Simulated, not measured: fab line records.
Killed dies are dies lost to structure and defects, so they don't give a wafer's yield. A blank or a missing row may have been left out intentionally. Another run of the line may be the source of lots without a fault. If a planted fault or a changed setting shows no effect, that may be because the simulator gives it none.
fab line records    flow n5-finfet
record lots=12  wafers=35  last-day=17
route steps=1938 shown MOL_CONTACT_COAG@559 MIM_BOT_LITHO@1865 PAD_METAL@1895 PASSIVATION@1936
lots that met no fault: from a run of the same line without faults
start-h: hours from the record's first day to the start of the lot's first wafer shown    wait-h: hours elapsed since this lot's preceding step    " identical to the entry in the row above    L1.1+2: several wafers, shown together as one row    - no value, or no start given    * or withheld: withheld    < > ~ a bound
route shown NAME@n: NAME is a module with steps in the file, n the number in the route of the first one    usual: mean/standard deviation of fault-free wafers    same: alike in all rows    chamber/n: place in a boat    sites: the reading at each site    _std_site: the standard deviation of these    _edge_site: the outer-site mean with the inner-site mean subtracted    radius-mm: how far each site lies from the wafer's centre    mask NAME#n: copy n    behind: tool/chamber where the wafer was last shaped    hold: why the lot was held/for how many hours/how that ended    device: the transistor (n, p or np) that didn't switch    end of line: at the end of the route, the tests of the same wafers    step lacking rows: just its recipe    killed: dies that structure and defects cost at the first sort, which is not the same as the wafer's yield    map: dies across one wafer; x = killed, . = not, _ = none there
set.NAME: the run value of the setting; set.NAME@STEP: its run value at that earlier step    model.NAME: the simulator's own value behind a step, which no gauge read
route steps across a sampled set of lots; one table per step, one row per wafer
services: from which hour (start-h, from the record's first day; less than 0 if before it) a tool's chamber was out of use, for how many hours, and why
## steps
# step N5_MOL_CONTACT_COAG_ALD_27
# recipe material=SiOC  target-thk-a=170  temp-c=400  ald-precursor-family=carbosiloxane  ald-co-reactant=H2-plasma  pulse-time-s=1.5  time-s=2720  purge-time-s=2  co-reactant-purge-time-s=2  ald-cycles=340  pressure-torr=2
# usual heater-power-w=844/110  precursor-pulse-height-rel=0.999/0.022
lot.wafer  tool        chamber  start-h  wait-h  heater-power-w  precursor-pulse-height-rel
L676.1     ald-sin-03  0        93.92    0.0     752             1.003
L676.3     "           3        "        "       846             0.997
L676.6     "           2        "        "       699             0.996
L677.1     ald-sin-03  0        103.77   0.0     784             0.976
L677.3     "           1        "        "       905             1.028
L677.4     "           3        "        "       837             1.016
L679.1     ald-sin-03  1        112.67   0.0     905             1.000
L679.3     "           3        "        "       833             0.996
L679.6     "           3        "        "       828             1.007
L681.1     ald-sin-03  0        125.89   0.0     771             0.967
L681.3     "           1        "        "       909             1.029
L681.4     "           0        "        "       764             1.000
L682.2     ald-sin-03  0        134.44   0.1     781             1.006
L682.4     "           2        "        "       690             0.999
L682.5     "           2        "        "       691             0.993
L684.1     ald-sin-03  0        149.80   0.0     785             1.023
L684.3     "           2        "        "       705             0.989
L684.5     "           0        "        "       785             0.973
L687.5     ald-sin-04  2        162.72   0.8     990             1.000
L687.6     "           1        "        "       1002            0.990
L689.2     ald-sin-03  0        173.42   0.0     783             0.996
L689.3     "           1        "        "       889             0.976
L689.5     "           3        "        "       854             0.991
L694.3     ald-sin-04  2        206.60   0.0     970             0.995
L694.4     "           1        "        "       1001            1.015
L694.6     "           2        "        "       993             0.966
L695.3     ald-sin-02  0        217.13   0.0     892             0.969
L695.4     "           1        "        "       782             0.986
L695.6     "           2        "        "       705             0.962
L696.1     ald-sin-04  3        219.76   0.0     808             1.015
L696.5     "           2        "        "       1022            1.036
L696.6     "           3        "        "       800             1.035
L697.2     ald-sin-04  0        225.99   1.3     778             1.019
L697.4     "           2        "        "       1007            1.021
L697.6     "           0        "        "       774             1.003
# step N5_MIM_BOT_LITHO_DESCUM_10
# recipe chemistry=O2  time-s=7.9  source-power-w=50  bias-power-w=20  pressure-mtorr=20  rf-frequency-hz=2.712e+07  temp-c=40  o2-flow-sccm=225
# usual chamber-pressure-mTorr=20.002/0.02  drypump-motor-current-A=5.8/0.54  oes-product-au=0.82/0.08  rf-vpp-V=244.1/1.4  showerhead-plenum-p-Torr=2.14/0.063  temp-c=40.01/0.11  throttle-valve-pct=20.29/0.26
lot.wafer  tool         chamber  start-h  wait-h  chamber-pressure-mTorr  drypump-motor-current-A  oes-product-au  rf-hours-counter-h  rf-vpp-V  showerhead-plenum-p-Torr  temp-c  throttle-valve-pct
L676.1     rie-diel-03  2        278.69   0.3     20.014                  5.0                      0.79            112                 242.8     2.12                      40.05   20.81
L676.3     "            1        "        "       20.000                  5.5                      0.70            221                 245.1     2.15                      40.00   20.54
L676.6     "            0        "        "       19.993                  5.2                      0.84            -                   244.2     2.10                      39.99   20.14
L677.1     rie-diel-06  3        293.88   0.0     20.026                  5.4                      0.88            34                  246.1     2.24                      39.85   20.47
L677.3     "            1        "        "       20.016                  6.6                      0.69            243                 245.6     2.17                      39.97   20.62
L677.4     "            2        "        "       20.005                  6.3                      0.94            -                   242.8     2.03                      39.93   19.96
L681.1     rie-diel-01  0        294.23   0.0     19.999                  6.3                      0.73            162                 246.0     2.18                      40.17   20.29
L681.3     "            2        "        "       20.018                  5.2                      0.79            104                 244.6     2.17                      39.80   20.16
L681.4     "            1        "        "       20.005                  5.7                      0.92            28                  245.3     2.22                      40.02   19.92
L679.1     rie-diel-06  2        298.49   0.0     19.972                  6.3                      0.94            24                  241.8     2.03                      39.98   19.96
L679.3     "            3        "        "       20.011                  5.4                      0.87            36                  245.8     2.24                      39.99   20.47
L679.6     "            2        "        "       20.046                  6.3                      0.94            -                   242.5     2.03                      39.92   19.97
L682.2     rie-diel-01  0        313.14   0.0     19.979                  6.3                      0.73            170                 244.7     2.17                      40.16   20.32
L682.4     "            2        "        "       19.977                  5.2                      0.80            110                 246.1     2.17                      40.25   20.13
L682.5     "            3        "        "       20.000                  6.6                      0.86            -                   243.0     2.13                      40.16   20.20
L684.1     rie-diel-01  3        321.11   0.3     20.008                  6.5                      0.84            44                  243.4     2.13                      40.11   20.22
L684.3     "            1        "        "       19.989                  5.7                      0.91            37                  245.1     2.21                      40.14   19.94
L684.5     "            1        "        "       20.009                  5.7                      0.91            -                   243.8     2.21                      40.22   19.93
L687.5     rie-diel-03  0        339.78   0.2     19.977                  5.2                      0.82            -                   243.8     2.10                      40.05   20.17
L687.6     "            1        "        "       19.975                  5.5                      0.67            -                   244.4     2.15                      40.11   20.57
L689.2     rie-diel-01  0        355.45   0.0     20.024                  6.3                      0.72            184                 245.3     2.17                      40.02   20.34
L689.3     "            3        "        "       20.001                  6.6                      0.83            56                  243.1     2.13                      39.89   20.22
L689.5     "            3        "        "       19.962                  6.5                      0.83            -                   244.0     2.13                      39.97   20.22
L695.3     rie-diel-01  1        376.89   0.0     20.013                  5.8                      0.87            55                  245.4     2.21                      39.99   19.93
L695.4     "            2        "        "       20.043                  5.2                      0.77            131                 244.9     2.17                      40.00   20.17
L695.6     "            1        "        "       19.984                  5.8                      0.88            -                   245.0     2.21                      40.07   19.95
L694.3     rie-diel-06  1        389.89   0.0     19.986                  6.6                      0.95            19                  243.7     2.16                      40.10   20.31
L694.4     "            2        "        "       20.014                  6.3                      0.88            58                  240.7     2.02                      39.82   20.01
L694.6     "            1        "        "       19.957                  6.6                      0.94            -                   244.5     2.16                      40.02   20.30
L696.1     rie-diel-01  0        402.30   0.0     20.034                  6.3                      0.72            199                 243.2     2.16                      39.97   20.37
L696.5     "            2        "        "       19.979                  5.2                      0.75            -                   245.7     2.16                      40.09   20.19
L696.6     "            1        "        "       19.996                  5.7                      0.87            -                   244.5     2.20                      40.10   19.97
L697.2     rie-diel-06  2        407.93   0.0     19.983                  6.3                      0.86            64                  242.8     2.02                      39.96   20.04
L697.4     "            3        "        "       20.006                  5.4                      0.81            77                  245.5     2.23                      39.86   20.53
L697.6     "            3        "        "       20.001                  5.4                      0.81            -                   245.0     2.23                      39.89   20.54
# step N5_PASSIVATION_SPUTTER_20
# recipe material=TaN  target-thk-a=500  temp-c=25  chamber-pressure-pa=0.4
# usual chamber-pressure-pa=0.4000/0.00084  throttle-valve-pct=30.4/1.3
lot.wafer  tool            chamber  start-h  wait-h  chamber-pressure-pa  throttle-valve-pct
L676.1     pvd-sputter-03  -        282.60   0.0     0.3999               31.4
L676.3     "               -        "        "       0.4003               32.2
L676.6     "               -        "        "       0.3994               32.2
L677.1     pvd-sputter-01  -        296.56   0.0     0.4005               32.1
L677.3     "               -        "        "       0.3997               30.1
L677.4     "               -        "        "       0.4001               28.5
L681.1     pvd-sputter-03  -        298.11   0.0     0.4006               28.5
L681.3     "               -        "        "       0.3983               28.9
L681.4     "               -        "        "       0.4000               32.1
L679.1     pvd-sputter-03  -        303.77   0.0     0.3996               32.7
L679.3     "               -        "        "       0.3998               31.7
L679.6     "               -        "        "       0.4007               29.0
L682.2     pvd-sputter-01  -        316.25   0.0     0.3990               31.9
L682.4     "               -        "        "       0.3999               30.2
L682.5     "               -        "        "       0.3991               30.0
L684.1     pvd-sputter-03  -        324.67   0.0     0.3997               28.5
L684.3     "               -        "        "       0.4008               32.1
L684.5     "               -        "        "       0.4004               32.1
L687.5     pvd-sputter-01  -        342.38   0.1     0.4009               28.5
L687.6     "               -        "        "       0.4015               30.3
L689.2     pvd-sputter-01  -        358.20   0.0     0.4013               31.8
L689.3     "               -        "        "       0.4002               30.3
L689.5     "               -        "        "       0.4010               31.6
L695.3     pvd-sputter-02  -        380.26   0.0     0.4003               30.9
L695.4     "               -        "        "       0.3991               30.8
L695.6     "               -        "        "       0.4010               30.1
L694.3     pvd-sputter-03  -        394.79   0.0     0.3995               28.5
L694.4     "               -        "        "       0.4001               32.4
L694.6     "               -        "        "       0.4011               28.5
L696.1     pvd-sputter-03  -        405.61   0.0     0.4001               28.4
L696.5     "               -        "        "       0.3980               28.6
L696.6     "               -        "        "       0.3990               32.1
L697.2     pvd-sputter-03  -        412.08   0.0     0.3998               28.6
L697.4     "               -        "        "       0.4012               29.1
L697.6     "               -        "        "       0.3993               32.3
# step N5_PASSIVATION_PROBE_49
# usual defect-limited-yield=91.4/1.5  killed_at_M0_to_M3=34/10  killed_at_M4_up=15/6  killed-at-contacts=12/6  killed-at-front-end=37/11  killed-at-other=3.3/2.8  killed-dies=101/18  killed-on-rim=14/4.4  killed-open=66/14  killed-short=33/7.8  sort_bin_5_function=5.0/0.97  sort_bin_6_memory=3.2/0.72  sort_bin_8_speed=0.00/0.01  sort-n-pass=1079/18  sort-yield-pct=91.4/1.5
# same gross-dies=1180  killed-at-back-side=0  sort_bin_4_leakage[%]=0
lot.wafer  tool       chamber  start-h  wait-h  defect-limited-yield[%]  killed_at_M0_to_M3  killed_at_M4_up  killed-at-contacts  killed-at-front-end  killed-at-other  killed-dies  killed-on-rim  killed-open  killed-short  sort_bin_5_function[%]  sort_bin_6_memory[%]  sort_bin_8_speed[%]  sort-n-pass  sort-yield-pct[%]
L676.1     prober-02  -        288.29   0.0     92.5                     35                  11               12                  24                   6                88           7              53           35            4.2                     3.1                   0                    1092         92.5
L676.3     prober-02  -        288.39   0.1     92.6                     26                  13               14                  29                   5                87           11             48           38            3.7                     3.3                   0                    1093         92.6
L676.6     prober-02  -        288.54   0.3     92.5                     36                  7                8                   32                   6                89           16             64           24            4.2                     3.1                   0                    1091         92.5
L679.1     prober-02  -        309.54   0.0     91.1                     45                  15               7                   36                   2                105          10             76           26            5.8                     3.1                   0                    1075         91.1
L679.3     prober-02  -        309.64   0.1     92.5                     24                  10               11                  38                   5                88           17             54           26            3.9                     3.0                   0                    1092         92.5
L679.6     prober-02  -        309.79   0.3     91.0                     50                  19               0                   33                   4                106          11             67           37            4.7                     3.7                   0                    1074         91.0
L684.1     prober-01  -        330.28   0.0     89.7                     52                  20               4                   43                   2                121          22             80           40            6.2                     3.5                   0                    1059         89.7
L684.3     prober-01  -        330.38   0.1     91.4                     40                  17               10                  30                   5                102          7              59           42            5.3                     2.8                   0                    1078         91.4
L684.5     prober-01  -        330.48   0.2     87.5                     61                  32               14                  40                   0                147          19             87           56            6.4                     5.3                   0                    1033         87.5
L689.2     prober-01  -        363.90   0.1     94.2                     18                  15               13                  23                   0                69           9              48           21            3.3                     2.4                   0                    1111         94.2
L689.3     prober-01  -        363.95   0.1     79.7                     41                  20               135                 44                   0                240          29             100          28            12.7                    5.0                   0                    940          79.7
L689.5     prober-01  -        364.05   0.2     92.5                     20                  10               10                  48                   1                89           12             57           30            4.8                     2.5                   0                    1091         92.5
L695.3     prober-02  -        385.96   0.1     92.0                     33                  3                16                  41                   1                94           11             65           29            5.1                     2.7                   0                    1086         92.0
L695.4     prober-02  -        386.01   0.2     90.0                     36                  13               25                  37                   7                118          13             70           48            5.8                     3.5                   0                    1062         90.0
L695.6     prober-02  -        386.11   0.3     90.1                     30                  14               13                  57                   3                117          18             80           37            5.5                     4.1                   0                    1063         90.1
L697.2     prober-02  -        418.00   0.1     90.7                     38                  23               7                   32                   10               110          18             76           34            5.3                     3.7                   0                    1070         90.7
L697.4     prober-02  -        418.10   0.2     92.6                     41                  12               4                   28                   2                87           11             47           40            4.2                     3.0                   0                    1093         92.6
L697.6     prober-02  -        418.20   0.3     93.2                     29                  10               8                   28                   5                80           10             53           27            4.1                     2.3                   0                    1100         93.2
# killed by level:class
L676.1 FIN_SAQP:geometric-particle:open=9 BEOL_M0_SAQP:geometric-particle:open=8 MOL_CONTACT_COAG:geometric-particle:open=7 BEOL_M0_SAQP:geometric-particle:short=6 BEOL_M1:geometric-particle:open=6 MOL_CONTACT_COAG:geometric-particle:short=5 BEOL_M2:geometric-particle:short=5 BEOL_M4:geometric-particle:open=5
L676.3 FIN_SAQP:geometric-particle:short=10 FIN_SAQP:geometric-particle:open=9 MOL_CONTACT_COAG:geometric-particle:open=9 BEOL_M0_SAQP:geometric-particle:open=7 BEOL_M0_SAQP:geometric-particle:short=7 BEOL_M1:geometric-particle:open=7 MOL_CONTACT_COAG:geometric-particle:short=5 BEOL_M4:geometric-particle:open=5
L676.6 BEOL_M3:geometric-particle:open=10 FIN_SAQP:geometric-particle:open=9 BEOL_M1:geometric-particle:open=8 STI_FIN_REVEAL:geometric-particle:open=7 MOL_CONTACT_COAG:geometric-particle:open=7 BEOL_M0_SAQP:geometric-particle:open=5 BEOL_M0_SAQP:geometric-particle:short=5 BEOL_M1:geometric-particle:short=5
L679.1 STI_FIN_REVEAL:geometric-particle:open=15 BEOL_M2:geometric-particle:open=12 BEOL_M1:geometric-particle:open=11 BEOL_M4:geometric-particle:open=9 BEOL_M0_SAQP:geometric-particle:short=8 BEOL_M0_SAQP:geometric-particle:open=7 GATE_CUT:geometric-particle:short=5 BEOL_M3:geometric-particle:open=5
L679.3 MOL_CONTACT_COAG:geometric-particle:open=9 STI_FIN_REVEAL:geometric-particle:open=7 BEOL_M2:geometric-particle:open=7 HKMG_FIN:area-etch=7 BEOL_M3:geometric-particle:open=6 FIN_SAQP:geometric-particle:short=5 DUMMY_GATE:geometric-particle:open=4 STARTING-WAFER:geometric-particle:short=4
L679.6 BEOL_M3:geometric-particle:open=16 BEOL_M4:geometric-particle:open=10 BEOL_M1:geometric-particle:open=10 STI_FIN_REVEAL:geometric-particle:open=9 GATE_CUT:geometric-particle:short=6 BEOL_M2:geometric-particle:open=6 STARTING-WAFER:geometric-particle:short=5 GATE_CUT:geometric-particle:open=4
L684.1 BEOL_M0_SAQP:geometric-particle:open=19 FIN_SAQP:geometric-particle:open=13 BEOL_M4:geometric-particle:open=12 BEOL_M0_SAQP:geometric-particle:short=11 BEOL_M2:geometric-particle:open=10 FIN_SAQP:geometric-particle:short=8 STI_FIN_REVEAL:geometric-particle:open=5 BEOL_M1:geometric-particle:open=4
L684.3 BEOL_M0_SAQP:geometric-particle:short=12 BEOL_M0_SAQP:geometric-particle:open=9 MOL_CONTACT_COAG:geometric-particle:open=8 FIN_SAQP:geometric-particle:short=8 FIN_SAQP:geometric-particle:open=7 BEOL_M4:geometric-particle:open=7 BEOL_M2:geometric-particle:open=5 BEOL_M7:geometric-particle:open=5
L684.5 BEOL_M0_SAQP:geometric-particle:short=21 BEOL_M4:geometric-particle:open=17 BEOL_M0_SAQP:geometric-particle:open=14 MOL_CONTACT_COAG:geometric-particle:open=9 BEOL_M2:geometric-particle:open=8 FIN_SAQP:geometric-particle:short=6 BEOL_M1:geometric-particle:open=6 FIN_SAQP:geometric-particle:open=5
L689.2 MOL_CONTACT_COAG:geometric-particle:open=10 BEOL_M4:geometric-particle:open=7 STI_FIN_REVEAL:geometric-particle:open=5 STARTING-WAFER:geometric-particle:short=5 DUMMY_GATE:geometric-particle:open=4 BEOL_M2:geometric-particle:open=4 STARTING-WAFER:geometric-particle:open=4 MOL_CONTACT_COAG:geometric-particle:short=3
L689.3 MOL_CONTACT_COAG:unspecified=112 MOL_CONTACT_COAG:geometric-particle:open=23 FIN_SAQP:geometric-particle:open=13 STI_FIN_REVEAL:geometric-particle:open=12 BEOL_M2:geometric-particle:open=10 BEOL_M3:geometric-particle:open=9 FIN_SAQP:geometric-particle:short=7 BEOL_M0_SAQP:geometric-particle:short=7
L689.5 STI_FIN_REVEAL:geometric-particle:open=16 MOL_CONTACT_COAG:geometric-particle:open=8 STARTING-WAFER:geometric-particle:short=7 FIN_SAQP:geometric-particle:open=6 BEOL_M3:geometric-particle:open=6 BEOL_M2:geometric-particle:open=5 FIN_SAQP:geometric-particle:short=4 GATE_CUT:geometric-particle:open=4
L695.3 FIN_SAQP:geometric-particle:open=14 MOL_CONTACT_COAG:geometric-particle:open=12 BEOL_M3:geometric-particle:open=12 DUMMY_GATE:geometric-particle:open=8 BEOL_M0_SAQP:geometric-particle:open=7 FIN_SAQP:geometric-particle:short=5 BEOL_M0_SAQP:geometric-particle:short=5 MOL_CONTACT_COAG:geometric-particle:short=4
L695.4 MOL_CONTACT_COAG:geometric-particle:open=21 BEOL_M0_SAQP:geometric-particle:short=13 BEOL_M4:geometric-particle:open=10 GATE_CUT:geometric-particle:short=9 BEOL_M0_SAQP:geometric-particle:open=7 FIN_SAQP:geometric-particle:open=5 STI_FIN_REVEAL:geometric-particle:open=5 FIN_SAQP:geometric-particle:short=4
L695.6 FIN_SAQP:geometric-particle:open=18 MOL_CONTACT_COAG:geometric-particle:open=10 BEOL_M0_SAQP:geometric-particle:open=9 GATE_CUT:geometric-particle:short=9 BEOL_M3:geometric-particle:open=9 FIN_SAQP:geometric-particle:short=6 STI_FIN_REVEAL:geometric-particle:open=6 BEOL_M0_SAQP:geometric-particle:short=5
L697.2 BEOL_M1:geometric-particle:open=11 BEOL_M4:geometric-particle:open=11 FIN_SAQP:geometric-particle:open=10 FIN_SAQP:geometric-particle:short=6 BEOL_M3:geometric-particle:open=6 MOL_CONTACT_COAG:geometric-particle:open=6 BEOL_M2:geometric-particle:open=6 BEOL_M0_SAQP:geometric-particle:short=5
L697.4 BEOL_M0_SAQP:geometric-particle:short=18 BEOL_M0_SAQP:geometric-particle:open=17 FIN_SAQP:geometric-particle:open=8 GATE_CUT:geometric-particle:short=6 MOL_CONTACT_COAG:geometric-particle:open=4 BEOL_M4:geometric-particle:short=4 STARTING-WAFER:geometric-particle:short=4 DUMMY_GATE:geometric-particle:open=3
L697.6 FIN_SAQP:geometric-particle:open=7 MOL_CONTACT_COAG:geometric-particle:open=7 BEOL_M0_SAQP:geometric-particle:open=7 BEOL_M2:geometric-particle:open=7 BEOL_M0_SAQP:geometric-particle:short=6 FIN_SAQP:geometric-particle:short=5 DUMMY_GATE:geometric-particle:open=4 STI_FIN_REVEAL:geometric-particle:open=3
## services
tool            chamber  start-h  hours  kind
pvd-sputter-01  -        82.06    1.2    repair
rie-diel-06     0        95.43    9.2    repair
ald-sin-04      3        97.85    6.5    repair
rie-diel-01     0        107.19   29.5   repair
ald-sin-03      -        120.00   1.0    repair
ald-sin-04      0        132.35   10.1   repair
pvd-sputter-03  -        144.93   4.2    repair
rie-diel-06     2        169.03   5.1    repair
rie-diel-01     3        172.08   16.0   repair
rie-diel-01     1        175.77   9.0    repair
ald-sin-03      -        176.75   14.0   pm
pvd-sputter-03  -        178.36   1.0    repair
rie-diel-06     -        183.10   0.2    repair
rie-diel-06     -        233.19   15.6   pm
rie-diel-06     3        251.02   9.4    repair
ald-sin-03      0        262.58   7.4    repair
rie-diel-06     0        263.94   4.2    repair
rie-diel-06     -        277.23   4.3    pm
rie-diel-01     0        287.50   1.8    repair
rie-diel-06     2        309.91   2.8    repair
pvd-sputter-03  -        332.92   11.1   repair
ald-sin-03      3        359.15   22.5   repair
rie-diel-01     -        373.96   1.1    repair
rie-diel-01     1        378.85   1.3    repair
## key
first-sign step=N5_PASSIVATION_PROBE_49  reading=killed-at-contacts  direction=up  sigmas=20  usual=12  struck=135
effect step=N5_PASSIVATION_PROBE_49  reading=defect-limited-yield  direction=down  sigmas=7.8  usual=91.4  struck=79.7
more-kills-born-at N5_MOL_CONTACT_COAG_ALD_27@ald-sin-03=112
met-at N5_MOL_CONTACT_COAG_ALD_27
struck-lots L689
struck-wafers L689.3
not-acting-at N5_MIM_BOT_LITHO_DESCUM_10,N5_PASSIVATION_SPUTTER_20
onset-between 125.89 173.42
fault kind=chamber-particle-source  tool=ald-sin-03  chamber=1  onset-h=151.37  steps=N5_MOL_CONTACT_COAG_ALD_27  rate-per-visit-cm2=1.004  end-h=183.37
